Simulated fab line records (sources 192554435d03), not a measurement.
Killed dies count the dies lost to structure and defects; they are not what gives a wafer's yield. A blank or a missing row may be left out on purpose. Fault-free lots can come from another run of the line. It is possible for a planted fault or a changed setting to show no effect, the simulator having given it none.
fab line records -- flow n5-finfet
record lots=6, wafers=18, last-day=19
route steps=1938 shown MOL_CONTACT_COAG@621 BEOL_M0_SAQP@632 BEOL_M4@1111 PASSIVATION@1936
lots with no fault: from the same line, run without faults
start-h: hours from the record's first day to the start of the lot's first wafer shown -- wait-h: hours since the lot's step before -- " repeats the value in the row above -- L1.1+2: several wafers, shown together as one row -- - no value, or no start given -- * or withheld: withheld -- < > ~ a bound
route shown NAME@n: names a module that has steps shown in the file, with the first one's number in the route -- usual: average and standard deviation across the fault-free wafers -- same: alike in all rows -- chamber/n: place in a boat -- sites: each site's reading -- _std_site: their standard deviation -- _edge_site: mean of outer sites minus mean of inner sites -- radius-mm: how far each site lies from the wafer's centre -- mask NAME#n: copy n -- behind: the tool/chamber that last shaped the wafer -- hold: the reason the lot was held/the length of the hold in hours/how it ended -- device: whichever transistor did not switch (one of n, p or np) -- end of line: the same wafers' tests at the end of the route -- a step given without rows: its recipe and nothing more -- killed: count of dies lost to structure and defects at first sort (not the wafer's yield) -- map: shows each die of a wafer: x if killed, . if not, _ if none is there
set.NAME: setting as actually run; set.NAME@STEP: the setting as run at that earlier step -- model.NAME: the simulator's own value behind a step, which no gauge read
lots at selected steps of the route; one table per step, one row per wafer
services: from which hour (start-h, from the record's first day; less than 0 if before it) a tool's chamber was out of use, for how many hours, and why
## steps
# step N5_MOL_CONTACT_COAG_SRD_139
# recipe dry=ipa-marangoni, time-s=30, temp-c=23, rinse-liquid=diw
# step N5_MOL_CONTACT_COAG_CD_MEAS_101
# recipe target-cd-nm=16
# usual cd-nm=16.03/0.27
lot.wafer,tool,chamber,start-h,wait-h,cd-nm
L199.1,cd-sem-03,-,102.88,0.0,16.17
L199.4,cd-sem-03,-,102.88,0.0,16.14
L199.6,cd-sem-03,-,102.88,0.0,15.71
L206.1,cd-sem-01,-,144.50,0.0,15.10
L206.3,cd-sem-01,-,144.50,0.0,15.72
L206.4,cd-sem-01,-,144.50,0.0,15.88
L209.2,cd-sem-03,-,162.34,0.0,16.01
L209.5,cd-sem-03,-,162.34,0.0,16.58
L209.6,cd-sem-03,-,162.34,0.0,16.29
L210.3,cd-sem-01,-,168.15,0.0,16.06
L210.4,cd-sem-01,-,168.15,0.0,16.10
L210.6,cd-sem-01,-,168.15,0.0,16.46
L216.1,cd-sem-02,-,205.00,0.0,15.93
L216.3,cd-sem-02,-,205.00,0.0,15.84
L216.5,cd-sem-02,-,205.00,0.0,15.88
L218.3,cd-sem-01,-,218.66,0.0,16.19
L218.4,cd-sem-01,-,218.66,0.0,15.97
L218.6,cd-sem-01,-,218.66,0.0,16.27
# step N5_MOL_CONTACT_COAG_PRE_CLEAN_121
# recipe gas=H2/He, time-s=*, temp-c=withheld
# step N5_MOL_CONTACT_COAG_CVD_140
# recipe material=W, target-thk-a=665, mode=selective-fill, temp-c=300, time-s=215
# usual heater-power-w=501/64
lot.wafer,tool,chamber,start-h,wait-h,heater-power-w
L199.1,cvd-w-02,1,103.01,0.1,574
L199.4,cvd-w-02,0,103.01,0.1,458
L199.6,cvd-w-02,1,103.01,0.1,571
L206.1,cvd-w-01,1,144.63,0.1,515
L206.3,cvd-w-01,1,144.63,0.1,525
L206.4,cvd-w-01,0,144.63,0.1,393
L209.2,cvd-w-01,0,162.47,0.1,376
L209.5,cvd-w-01,1,162.47,0.1,514
L209.6,cvd-w-01,0,162.47,0.1,392
L210.3,cvd-w-02,0,168.36,0.1,463
L210.4,cvd-w-02,1,168.36,0.1,581
L210.6,cvd-w-02,1,168.36,0.1,558
L216.1,cvd-w-02,1,205.13,0.1,567
L216.3,cvd-w-02,0,205.13,0.1,472
L216.5,cvd-w-02,1,205.13,0.1,572
L218.3,cvd-w-02,1,219.04,0.2,559
L218.4,cvd-w-02,1,219.04,0.2,569
L218.6,cvd-w-02,1,219.04,0.2,569
# step N5_MOL_CONTACT_COAG_PRECLEAN_127
# recipe chemistry=DIW, time-s=57.5, temp-c=23
# step N5_MOL_CONTACT_COAG_SRD_128
# recipe dry-time-s=32, dry=n2-spin, spin-rpm=1500
# step N5_MOL_CONTACT_COAG_CMP_52
# recipe stop-on=SiO2, t-overpolish-s=1.5, post-cmp-clean=w-dilute-nh4oh, down-force-psi=4, platen-rpm=50.289, pad-velocity-m-s=1.0006, target-thk-nm=66.5
# usual motor-current-A=11.8/0.85, overpolish-run-s=1.501/0.0089, time-to-endpoint-s=11.8/2
lot.wafer,tool,chamber,start-h,wait-h,motor-current-A,overpolish-run-s,time-to-endpoint-s
L199.1,cmp-03,0,103.33,0.0,14.0,1.517,10.0
L199.4,cmp-03,2,103.33,0.0,11.4,1.502,11.3
L199.6,cmp-03,1,103.33,0.0,11.3,1.502,10.0
L206.4,cmp-03,3,144.95,0.0,10.8,1.507,12.3
L206.1,cmp-03,0,144.95,0.0,13.0,1.505,14.4
L206.3,cmp-03,2,144.95,0.0,11.4,1.493,13.8
L209.2,cmp-03,0,162.83,0.1,14.3,1.502,12.2
L209.5,cmp-03,3,162.83,0.1,10.4,1.509,12.8
L209.6,cmp-03,0,162.83,0.1,13.7,1.490,11.1
L210.3,cmp-01,1,168.65,0.1,11.5,1.491,6.3
L210.4,cmp-01,2,168.65,0.1,11.3,1.488,11.4
L210.6,cmp-01,1,168.65,0.1,12.1,1.493,8.1
L216.1,cmp-03,2,205.45,0.0,11.4,1.494,13.6
L216.3,cmp-03,0,205.45,0.0,14.2,1.505,11.6
L216.5,cmp-03,2,205.45,0.0,11.2,1.491,14.0
L218.4,cmp-03,1,219.48,0.1,11.9,1.514,11.7
L218.3,cmp-03,3,219.48,0.1,11.3,1.515,12.6
L218.6,cmp-03,1,219.48,0.1,12.8,1.495,9.3
# step N5_MOL_CONTACT_COAG_THK_MEAS_53
# recipe reads=SiO2_of_MOL_CONTACT_COAG_PECVD_31
# usual VIA_MOL_THK=44.1/0.64
lot.wafer,tool,chamber,start-h,wait-h,VIA_MOL_THK[nm]
L199.1,film-metro-01,-,103.63,-,43.7
L199.4,film-metro-01,-,103.63,-,43.8
L199.6,film-metro-01,-,103.63,-,43.9
L206.1,film-metro-01,-,145.25,-,43.7
L206.3,film-metro-01,-,145.25,-,43.4
L206.4,film-metro-01,-,145.25,-,44.8
L209.2,film-metro-01,-,163.09,-,43.9
L209.5,film-metro-01,-,163.09,-,44.6
L209.6,film-metro-01,-,163.09,-,45.6
L210.3,film-metro-01,-,168.91,-,42.9
L210.4,film-metro-01,-,168.91,-,44.1
L210.6,film-metro-01,-,168.91,-,43.3
L216.1,film-metro-02,-,205.74,-,43.0
L216.3,film-metro-02,-,205.74,-,42.7
L216.5,film-metro-02,-,205.74,-,43.9
L218.3,film-metro-02,-,219.73,-,44.3
L218.4,film-metro-02,-,219.73,-,44.9
L218.6,film-metro-02,-,219.73,-,43.8
# step N5_MOL_CONTACT_COAG_ANNEAL_112
# recipe temp-c=400, time-s=1800, ambient=HPD2, pressure-atm=10
# usual spike-tc-centre-C=397.9/1, spike-tc-top-C=424.3/1.1, wafer_temp_C_max=403.1/0.66
lot.wafer,tool,chamber,start-h,wait-h,spike-tc-centre-C,spike-tc-top-C,wafer_temp_C_max
L199.1,hp-anneal-01,0,103.66,0.0,398.2,425.6,403.4
L199.4,hp-anneal-01,0,103.66,0.0,396.8,422.3,405.1
L199.6,hp-anneal-01,0,103.66,0.0,398.7,423.6,403.4
L206.1,hp-anneal-01,0,145.27,0.0,396.8,422.4,402.8
L206.3,hp-anneal-01,0,145.27,0.0,397.0,423.8,402.6
L206.4,hp-anneal-01,0,145.27,0.0,397.3,422.0,402.7
L209.2,hp-anneal-01,0,164.57,1.5,398.6,424.4,403.5
L209.5,hp-anneal-01,0,164.57,1.5,397.7,424.7,402.8
L209.6,hp-anneal-01,0,164.57,1.5,399.2,425.9,402.8
L210.3,hp-anneal-01,0,168.93,0.0,398.5,424.0,403.0
L210.4,hp-anneal-01,0,168.93,0.0,396.9,424.5,403.3
L210.6,hp-anneal-01,0,168.93,0.0,398.2,424.1,403.4
L216.1,hp-anneal-01,0,208.34,2.6,397.5,424.3,403.1
L216.3,hp-anneal-01,0,208.34,2.6,399.4,424.2,403.3
L216.5,hp-anneal-01,0,208.34,2.6,396.8,423.3,403.6
L218.3,hp-anneal-01,0,219.76,0.0,398.0,425.9,402.6
L218.4,hp-anneal-01,0,219.76,0.0,397.3,426.6,402.9
L218.6,hp-anneal-01,0,219.76,0.0,395.2,423.7,403.1
# step N5_MOL_CONTACT_COAG_INSPECT_97
# recipe inspect-instrument=darkfield, mode=post-anneal
# usual raw-defect-count=45/17
lot.wafer,tool,chamber,start-h,wait-h,raw-defect-count
L199.1,defect-inspect-02,-,106.69,0.0,64
L199.4,defect-inspect-02,-,106.69,0.0,47
L199.6,defect-inspect-02,-,106.69,0.0,51
L206.1,defect-inspect-02,-,148.30,0.0,31
L206.3,defect-inspect-02,-,148.30,0.0,33
L206.4,defect-inspect-02,-,148.30,0.0,43
L209.2,defect-inspect-02,-,167.63,0.1,39
L209.5,defect-inspect-02,-,167.63,0.1,41
L209.6,defect-inspect-02,-,167.63,0.1,66
L210.3,defect-inspect-01,-,172.01,0.1,116
L210.4,defect-inspect-01,-,172.01,0.1,46
L210.6,defect-inspect-01,-,172.01,0.1,105
L216.1,defect-inspect-02,-,211.37,0.0,24
L216.3,defect-inspect-02,-,211.37,0.0,55
L216.5,defect-inspect-02,-,211.37,0.0,26
L218.3,defect-inspect-01,-,222.82,0.1,66
L218.4,defect-inspect-01,-,222.82,0.1,47
L218.6,defect-inspect-01,-,222.82,0.1,37
# step N5_BEOL_M0_SAQP_PECVD_00
# recipe material=SiCN, target-thk-a=80, temp-c=withheld, precursor=3MS/NH3, pressure-torr=3, rf-w=202, time-s=14
# usual chamber-pressure-Torr=3.000/0.0082, showerhead-plenum-p-Torr=3.666/0.0098, showerhead-vpp-V=875/47, throttle-valve-pct=9.0/0.66
lot.wafer,tool,chamber,start-h,wait-h,chamber-pressure-Torr,showerhead-plenum-p-Torr,showerhead-vpp-V,throttle-valve-pct
L199.1,pecvd-02,2,107.03,0.2,3.011,3.666,864,8.1
L199.4,pecvd-02,1,107.03,0.2,2.997,3.673,921,9.8
L199.6,pecvd-02,2,107.03,0.2,2.999,3.668,860,8.3
L206.1,pecvd-03,1,148.63,0.2,2.997,3.671,879,9.0
L206.3,pecvd-03,0,148.63,0.2,2.999,3.655,906,10.2
L206.4,pecvd-03,1,148.63,0.2,2.994,3.660,868,9.0
L209.2,pecvd-02,1,167.94,0.2,3.004,3.670,941,9.6
L209.5,pecvd-02,1,167.94,0.2,3.001,3.664,917,9.5
L209.6,pecvd-02,0,167.94,0.2,3.013,3.673,804,9.7
L210.3,pecvd-03,1,172.30,0.1,2.999,3.670,893,8.9
L210.4,pecvd-03,2,172.30,0.1,2.996,3.661,917,8.5
L210.6,pecvd-03,0,172.30,0.1,3.000,3.660,907,10.3
L216.1,pecvd-01,1,211.71,0.2,3.014,3.668,835,9.1
L216.3,pecvd-01,2,211.71,0.2,3.009,3.674,832,8.4
L216.5,pecvd-01,0,211.71,0.2,3.000,3.637,939,8.7
L218.3,pecvd-01,1,223.12,0.1,3.004,3.662,841,9.4
L218.4,pecvd-01,0,223.12,0.1,2.996,3.645,935,9.0
L218.6,pecvd-01,1,223.12,0.1,2.999,3.666,850,9.1
# step N5_BEOL_M0_SAQP_ILD_DEP_01
# recipe material=SiOC, target-thk-a=454.19, temp-c=350, precursor=DEMS/O2, pressure-torr=5, rf-w=500, time-s=8.7
# usual chamber-pressure-Torr=5.001/0.012, heater-power-outer-w=260/57, heater-power-w=484/74, showerhead-plenum-p-Torr=5.695/0.012, showerhead-vpp-V=1377/73, throttle-valve-pct=11.9/0.85
lot.wafer,tool,chamber,start-h,wait-h,chamber-pressure-Torr,heater-power-outer-w,heater-power-w,showerhead-plenum-p-Torr,showerhead-vpp-V,throttle-valve-pct
L199.1,pecvd-02,2,107.05,0.0,4.997,257,501,5.701,1374,10.9
L199.4,pecvd-02,1,107.05,0.0,4.990,202,420,5.701,1456,12.7
L199.6,pecvd-02,2,107.05,0.0,4.998,267,496,5.704,1358,11.1
L206.1,pecvd-03,1,148.66,0.0,5.011,322,549,5.698,1382,12.0
L206.3,pecvd-03,0,148.66,0.0,5.007,337,569,5.687,1440,13.0
L206.4,pecvd-03,1,148.66,0.0,5.014,321,553,5.714,1388,12.0
L209.2,pecvd-02,1,167.97,0.0,-,-,-,-,-,-
L209.5,pecvd-02,1,167.97,0.0,-,-,-,-,-,-
L209.6,pecvd-02,0,167.97,0.0,-,-,-,-,-,-
L210.3,pecvd-03,1,172.33,0.0,-,-,-,-,-,-
L210.4,pecvd-03,2,172.33,0.0,-,-,-,-,-,-
L210.6,pecvd-03,0,172.33,0.0,-,-,-,-,-,-
L216.1,pecvd-01,1,211.74,0.0,5.003,232,477,5.684,1334,12.4
L216.3,pecvd-01,2,211.74,0.0,4.990,283,514,5.683,1312,10.8
L216.5,pecvd-01,0,211.74,0.0,4.976,243,430,5.675,1475,11.3
L218.3,pecvd-01,1,223.14,0.0,5.002,248,494,5.691,1313,12.1
L218.4,pecvd-01,0,223.14,0.0,4.982,181,344,5.668,1489,11.2
L218.6,pecvd-01,1,223.14,0.0,4.988,253,495,5.693,1318,12.1
# step N5_BEOL_M0_SAQP_HM_DEP_02
# recipe material=TiN, target-thk-a=120, temp-c=25, chamber-pressure-pa=0.49996
# usual chamber-pressure-pa=0.4999/0.00096, substrate-temp-c=25.00/0.1, throttle-valve-pct=30.2/1.4
lot.wafer,tool,chamber,start-h,wait-h,chamber-pressure-pa,substrate-temp-c,throttle-valve-pct
L199.1,pvd-sputter-03,-,108.47,1.4,0.5011,25.17,29.8
L199.4,pvd-sputter-03,-,108.47,1.4,0.4993,25.09,32.5
L199.6,pvd-sputter-03,-,108.47,1.4,0.5006,25.03,31.1
L206.1,pvd-sputter-03,-,151.14,2.5,0.4997,25.03,30.0
L206.3,pvd-sputter-03,-,151.14,2.5,0.4980,24.93,29.1
L206.4,pvd-sputter-03,-,151.14,2.5,0.4994,24.75,30.8
L209.2,pvd-sputter-01,-,169.13,1.1,0.4985,25.00,29.4
L209.5,pvd-sputter-01,-,169.13,1.1,0.4996,24.91,29.3
L209.6,pvd-sputter-01,-,169.13,1.1,0.4984,25.13,30.0
L210.3,pvd-sputter-03,-,173.12,0.8,0.4990,25.19,32.4
L210.4,pvd-sputter-03,-,173.12,0.8,0.4991,25.07,29.3
L210.6,pvd-sputter-03,-,173.12,0.8,0.4993,24.85,31.1
L216.1,pvd-sputter-01,-,212.85,1.1,0.5012,24.94,29.8
L216.3,pvd-sputter-01,-,212.85,1.1,0.5004,24.88,33.2
L216.5,pvd-sputter-01,-,212.85,1.1,0.5009,25.05,28.2
L218.3,pvd-sputter-03,-,223.64,0.5,0.4994,25.04,29.2
L218.4,pvd-sputter-03,-,223.64,0.5,0.4998,24.96,30.1
L218.6,pvd-sputter-03,-,223.64,0.5,0.5000,25.14,30.7
# step N5_BEOL_M4_RC_MEAS_101
# usual DIBL_N=36.3/1.2, DIBL_P=36.3/1.4, IOFF_N=0.160/0.02, IOFF_P=0.210/0.025, ION_N=675/9.5, ION_P=462/7, SS_N=71.5/0.53, SS_P=73.4/0.55, VT_N=249.5/2.6, VT_P=-250.1/2.9
lot.wafer,tool,chamber,start-h,wait-h,DIBL_N[mV/V],DIBL_P[mV/V],IOFF_N[nA/um],IOFF_P[nA/um],ION_N[uA/um],ION_P[uA/um],SS_N[mV/dec],SS_P[mV/dec],VT_N[mV],VT_P[mV]
L199.1,prober-01,0,195.39,0.0,35.0,35.3,0.150,0.209,678,459,72.3,73.5,250.5,-252.0
L199.4,prober-01,0,195.39,0.0,34.1,34.4,0.142,0.201,672,465,71.1,72.3,250.3,-247.2
L199.6,prober-01,0,195.39,0.0,34.8,35.4,0.149,0.209,670,461,71.4,73.3,252.1,-248.5
L206.1,prober-02,0,220.82,0.0,37.0,37.8,0.171,0.207,667,455,72.6,73.8,245.5,-250.6
L206.3,prober-02,0,220.82,0.0,35.8,37.3,0.155,0.191,669,452,72.1,73.8,248.3,-253.1
L206.4,prober-02,0,220.82,0.0,36.0,36.9,0.145,0.180,659,449,71.6,73.6,250.6,-252.6
L218.3,prober-01,0,338.94,0.3,36.5,36.5,0.143,0.194,671,457,70.9,72.7,252.0,-252.6
L218.4,prober-01,0,338.94,0.3,36.0,35.7,0.131,0.173,659,451,70.8,72.2,253.1,-255.1
L218.6,prober-01,0,338.94,0.3,37.9,38.2,0.170,0.216,673,456,71.3,72.6,248.5,-253.2
L216.1,prober-02,0,340.93,0.0,36.8,35.9,0.166,0.219,687,469,70.9,73.9,250.1,-247.4
L216.3,prober-02,0,340.93,0.0,36.7,34.8,0.151,0.198,675,460,71.4,73.7,250.3,-250.7
L216.5,prober-02,0,340.93,0.0,35.4,33.9,0.135,0.179,671,462,70.9,73.3,252.3,-251.9
# step N5_PASSIVATION_PROBE_49
# usual defect-limited-yield=90.9/1.3, killed_at_M0_to_M3=36/11, killed_at_M4_up=13/5.1, killed-at-contacts=14/4.9, killed-at-front-end=41/10, killed-at-other=3.4/2.6, killed-dies=107/16, killed-on-rim=14/4, killed-open=70/11, killed-short=36/7.8, sort_bin_5_function=5.4/0.84, sort_bin_6_memory=3.4/0.67, sort-n-pass=1073/16, sort-yield-pct=90.9/1.3
# same gross-dies=1180, killed-at-back-side=0, sort_bin_4_leakage[%]=0, sort_bin_8_speed[%]=0
lot.wafer,tool,chamber,start-h,wait-h,defect-limited-yield[%],killed_at_M0_to_M3,killed_at_M4_up,killed-at-contacts,killed-at-front-end,killed-at-other,killed-dies,killed-on-rim,killed-open,killed-short,sort_bin_5_function[%],sort_bin_6_memory[%],sort-n-pass,sort-yield-pct[%]
L199.1,prober-01,-,315.32,0.0,88.2,54,26,20,36,3,139,16,94,44,7.1,4.2,1041,88.2
L199.4,prober-01,-,315.47,0.2,91.5,38,13,14,33,2,100,2,53,46,4.8,3.4,1080,91.5
L199.6,prober-01,-,315.57,0.3,90.3,55,11,11,34,3,114,19,61,52,5.8,3.2,1066,90.3
L209.2,prober-02,-,369.17,0.1,0,1097,4,12,67,0,1180,152,67,40,96.9,2.9,0,0
L209.5,prober-02,-,369.32,0.2,0,1093,15,20,45,7,1180,152,87,36,95.3,4.7,0,0
L209.6,prober-02,-,369.37,0.3,0,1102,8,20,48,2,1180,152,62,38,97.1,2.8,0,0
L210.3,prober-01,-,385.24,0.1,0,1088,18,11,62,1,1180,152,94,34,95.3,4.5,0,0
L210.4,prober-01,-,385.29,0.2,0,1099,9,11,60,1,1180,152,95,34,95.8,3.9,0,0
L210.6,prober-01,-,385.39,0.3,0,1100,18,10,48,4,1180,152,68,38,95.5,4.1,0,0
# killed by level:class
L199.1 BEOL_M3:geometric-particle:open=17 MOL_CONTACT_COAG:geometric-particle:open=16 BEOL_M4:geometric-particle:open=14 BEOL_M1:geometric-particle:open=9 BEOL_M2:geometric-particle:open=8 BEOL_M0_SAQP:geometric-particle:short=7 BEOL_M2:geometric-particle:short=6 STI_FIN_REVEAL:geometric-particle:open=5
L199.4 BEOL_M0_SAQP:geometric-particle:short=13 MOL_CONTACT_COAG:geometric-particle:open=12 FIN_SAQP:geometric-particle:short=9 BEOL_M0_SAQP:geometric-particle:open=7 BEOL_M2:geometric-particle:open=6 STARTING-WAFER:geometric-particle:short=6 FIN_SAQP:geometric-particle:open=4 BEOL_M1:geometric-particle:open=4
L199.6 BEOL_M0_SAQP:geometric-particle:short=19 BEOL_M0_SAQP:geometric-particle:open=12 FIN_SAQP:geometric-particle:short=11 MOL_CONTACT_COAG:geometric-particle:open=9 FIN_SAQP:geometric-particle:open=7 DUMMY_GATE:geometric-particle:open=7 BEOL_M2:geometric-particle:open=5 BEOL_M3:geometric-particle:short=5
L209.2 BEOL_M0_SAQP:area-dep=1073 FIN_SAQP:geometric-particle:open=21 FIN_SAQP:geometric-particle:short=21 MOL_CONTACT_COAG:geometric-particle:open=11 GATE_CUT:geometric-particle:short=5 GATE_CUT:geometric-particle:open=5 BEOL_M2:geometric-particle:open=5 STI_FIN_REVEAL:geometric-particle:open=4
L209.5 BEOL_M0_SAQP:area-dep=1055 FIN_SAQP:geometric-particle:open=18 MOL_CONTACT_COAG:geometric-particle:open=17 BEOL_M0_SAQP:geometric-particle:short=11 FIN_SAQP:geometric-particle:short=10 BEOL_M0_SAQP:geometric-particle:open=9 BEOL_M1:geometric-particle:open=7 BEOL_M4:geometric-particle:open=7
L209.6 BEOL_M0_SAQP:area-dep=1080 MOL_CONTACT_COAG:geometric-particle:open=18 FIN_SAQP:geometric-particle:short=16 FIN_SAQP:geometric-particle:open=14 BEOL_M3:geometric-particle:open=5 STI_FIN_REVEAL:geometric-particle:open=5 BEOL_M2:geometric-particle:open=4 BEOL_M0_SAQP:geometric-particle:open=3
L210.3 BEOL_M0_SAQP:area-dep=1050 FIN_SAQP:geometric-particle:open=22 STI_FIN_REVEAL:geometric-particle:open=13 BEOL_M0_SAQP:geometric-particle:open=11 BEOL_M0_SAQP:geometric-particle:short=10 BEOL_M4:geometric-particle:open=9 MOL_CONTACT_COAG:geometric-particle:open=8 BEOL_M3:geometric-particle:open=7
L210.4 BEOL_M0_SAQP:area-dep=1051 STI_FIN_REVEAL:geometric-particle:open=28 BEOL_M0_SAQP:geometric-particle:short=13 BEOL_M0_SAQP:geometric-particle:open=11 FIN_SAQP:geometric-particle:open=10 MOL_CONTACT_COAG:geometric-particle:open=10 BEOL_M2:geometric-particle:open=10 BEOL_M3:geometric-particle:open=6
L210.6 BEOL_M0_SAQP:area-dep=1072 FIN_SAQP:geometric-particle:open=11 STI_FIN_REVEAL:geometric-particle:open=11 BEOL_M2:geometric-particle:open=8 BEOL_M4:geometric-particle:open=7 MOL_CONTACT_COAG:geometric-particle:open=6 GATE_CUT:geometric-particle:short=5 BEOL_M1:geometric-particle:open=5
# map L209.2 (x killed, . not)
_________________xxxxxxxxxxxx________________
______________xxxxxxxxxxxxxxxxxx_____________
___________xxxxxxxxxxxxxxxxxxxxxxxx__________
__________xxxxxxxxxxxxxxxxxxxxxxxxxx_________
________xxxxxxxxxxxxxxxxxxxxxxxxxxxxxx_______
_______xxxxxxxxxxxxxxxxxxxxxxxxxxxxxxxx______
______xxxxxxxxxxxxxxxxxxxxxxxxxxxxxxxxxx_____
_____xxxxxxxxxxxxxxxxxxxxxxxxxxxxxxxxxxxx____
____xxxxxxxxxxxxxxxxxxxxxxxxxxxxxxxxxxxxxx___
___xxxxxxxxxxxxxxxxxxxxxxxxxxxxxxxxxxxxxxxx__
___xxxxxxxxxxxxxxxxxxxxxxxxxxxxxxxxxxxxxxxx__
__xxxxxxxxxxxxxxxxxxxxxxxxxxxxxxxxxxxxxxxxxx_
__xxxxxxxxxxxxxxxxxxxxxxxxxxxxxxxxxxxxxxxxxx_
_xxxxxxxxxxxxxxxxxxxxxxxxxxxxxxxxxxxxxxxxxxxx
_xxxxxxxxxxxxxxxxxxxxxxxxxxxxxxxxxxxxxxxxxxxx
_xxxxxxxxxxxxxxxxxxxxxxxxxxxxxxxxxxxxxxxxxxxx
_xxxxxxxxxxxxxxxxxxxxxxxxxxxxxxxxxxxxxxxxxxxx
_xxxxxxxxxxxxxxxxxxxxxxxxxxxxxxxxxxxxxxxxxxxx
_xxxxxxxxxxxxxxxxxxxxxxxxxxxxxxxxxxxxxxxxxxxx
_xxxxxxxxxxxxxxxxxxxxxxxxxxxxxxxxxxxxxxxxxxxx
_xxxxxxxxxxxxxxxxxxxxxxxxxxxxxxxxxxxxxxxxxxxx
__xxxxxxxxxxxxxxxxxxxxxxxxxxxxxxxxxxxxxxxxxx_
__xxxxxxxxxxxxxxxxxxxxxxxxxxxxxxxxxxxxxxxxxx_
___xxxxxxxxxxxxxxxxxxxxxxxxxxxxxxxxxxxxxxxx__
___xxxxxxxxxxxxxxxxxxxxxxxxxxxxxxxxxxxxxxxx__
____xxxxxxxxxxxxxxxxxxxxxxxxxxxxxxxxxxxxxx___
_____xxxxxxxxxxxxxxxxxxxxxxxxxxxxxxxxxxxx____
______xxxxxxxxxxxxxxxxxxxxxxxxxxxxxxxxxx_____
_______xxxxxxxxxxxxxxxxxxxxxxxxxxxxxxxx______
________xxxxxxxxxxxxxxxxxxxxxxxxxxxxxx_______
__________xxxxxxxxxxxxxxxxxxxxxxxxxx_________
___________xxxxxxxxxxxxxxxxxxxxxxxx__________
______________xxxxxxxxxxxxxxxxxx_____________
_________________xxxxxxxxxxxx________________
# map L210.3 (x killed, . not)
_________________xxxxxxxxxxxx________________
______________xxxxxxxxxxxxxxxxxx_____________
___________xxxxxxxxxxxxxxxxxxxxxxxx__________
__________xxxxxxxxxxxxxxxxxxxxxxxxxx_________
________xxxxxxxxxxxxxxxxxxxxxxxxxxxxxx_______
_______xxxxxxxxxxxxxxxxxxxxxxxxxxxxxxxx______
______xxxxxxxxxxxxxxxxxxxxxxxxxxxxxxxxxx_____
_____xxxxxxxxxxxxxxxxxxxxxxxxxxxxxxxxxxxx____
____xxxxxxxxxxxxxxxxxxxxxxxxxxxxxxxxxxxxxx___
___xxxxxxxxxxxxxxxxxxxxxxxxxxxxxxxxxxxxxxxx__
___xxxxxxxxxxxxxxxxxxxxxxxxxxxxxxxxxxxxxxxx__
__xxxxxxxxxxxxxxxxxxxxxxxxxxxxxxxxxxxxxxxxxx_
__xxxxxxxxxxxxxxxxxxxxxxxxxxxxxxxxxxxxxxxxxx_
_xxxxxxxxxxxxxxxxxxxxxxxxxxxxxxxxxxxxxxxxxxxx
_xxxxxxxxxxxxxxxxxxxxxxxxxxxxxxxxxxxxxxxxxxxx
_xxxxxxxxxxxxxxxxxxxxxxxxxxxxxxxxxxxxxxxxxxxx
_xxxxxxxxxxxxxxxxxxxxxxxxxxxxxxxxxxxxxxxxxxxx
_xxxxxxxxxxxxxxxxxxxxxxxxxxxxxxxxxxxxxxxxxxxx
_xxxxxxxxxxxxxxxxxxxxxxxxxxxxxxxxxxxxxxxxxxxx
_xxxxxxxxxxxxxxxxxxxxxxxxxxxxxxxxxxxxxxxxxxxx
_xxxxxxxxxxxxxxxxxxxxxxxxxxxxxxxxxxxxxxxxxxxx
__xxxxxxxxxxxxxxxxxxxxxxxxxxxxxxxxxxxxxxxxxx_
__xxxxxxxxxxxxxxxxxxxxxxxxxxxxxxxxxxxxxxxxxx_
___xxxxxxxxxxxxxxxxxxxxxxxxxxxxxxxxxxxxxxxx__
___xxxxxxxxxxxxxxxxxxxxxxxxxxxxxxxxxxxxxxxx__
____xxxxxxxxxxxxxxxxxxxxxxxxxxxxxxxxxxxxxx___
_____xxxxxxxxxxxxxxxxxxxxxxxxxxxxxxxxxxxx____
______xxxxxxxxxxxxxxxxxxxxxxxxxxxxxxxxxx_____
_______xxxxxxxxxxxxxxxxxxxxxxxxxxxxxxxx______
________xxxxxxxxxxxxxxxxxxxxxxxxxxxxxx_______
__________xxxxxxxxxxxxxxxxxxxxxxxxxx_________
___________xxxxxxxxxxxxxxxxxxxxxxxx__________
______________xxxxxxxxxxxxxxxxxx_____________
_________________xxxxxxxxxxxx________________
## services
tool,chamber,start-h,hours,kind
cmp-03,-,91.27,0.3,repair
pecvd-01,1,94.06,2.6,repair
pecvd-01,2,98.79,1.8,repair
pecvd-03,1,107.02,5.0,scheduled-down
pvd-sputter-01,-,112.49,2.9,repair
cmp-01,-,131.77,4.0,pm
cvd-w-02,-,135.54,1.9,repair
cmp-01,-,135.77,-,consumable-replace:conditioner
cvd-w-02,-,139.73,2.8,pm
pecvd-01,-,142.23,2.8,pm
cmp-03,-,153.03,0.3,repair
cmp-01,-,159.13,2.1,repair
pecvd-01,2,169.08,7.5,repair
cmp-03,-,174.62,3.7,pm
pecvd-01,-,177.85,1.3,repair
pecvd-03,-,178.18,2.7,repair
pecvd-01,-,181.87,0.8,repair
cmp-03,-,182.14,4.0,pm
cmp-03,-,186.14,-,consumable-replace:conditioner
cmp-03,-,186.14,-,consumable-replace:pad
cmp-03,-,199.31,4.2,repair
cmp-01,-,203.65,1.3,repair
cvd-w-02,0,214.32,5.9,repair
pecvd-01,0,216.34,2.1,scheduled-down
## key
first-sign step=N5_BEOL_M0_SAQP_ILD_DEP_01, reading=tool-record, direction=missing
effect step=N5_PASSIVATION_PROBE_49, reading=sort_bin_5_function, direction=up, sigmas=99+, usual=5.4, struck=96.0
more-kills-born-at N5_BEOL_M0_SAQP_ILD_DEP_01@pecvd-02=3208, N5_BEOL_M0_SAQP_ILD_DEP_01@pecvd-03=3144
met-at N5_BEOL_M0_SAQP_ILD_DEP_01
struck-wafers L209.2,L209.5,L209.6,L210.3,L210.4,L210.6
later-rows-left-out L209.2,L209.5,L209.6,L210.3,L210.4,L210.6
onset-between 148.66 167.97
fault kind=skipped-step-whole, tool=pecvd-02,pecvd-03, chamber=-, onset-h=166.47, steps=N5_BEOL_M0_SAQP_ILD_DEP_01, scope=struck-lots-only
# later-rows-left-out: the simulator's readings of these wafers behind a module that went badly wrong aren't trusted and aren't shown, but for the sort
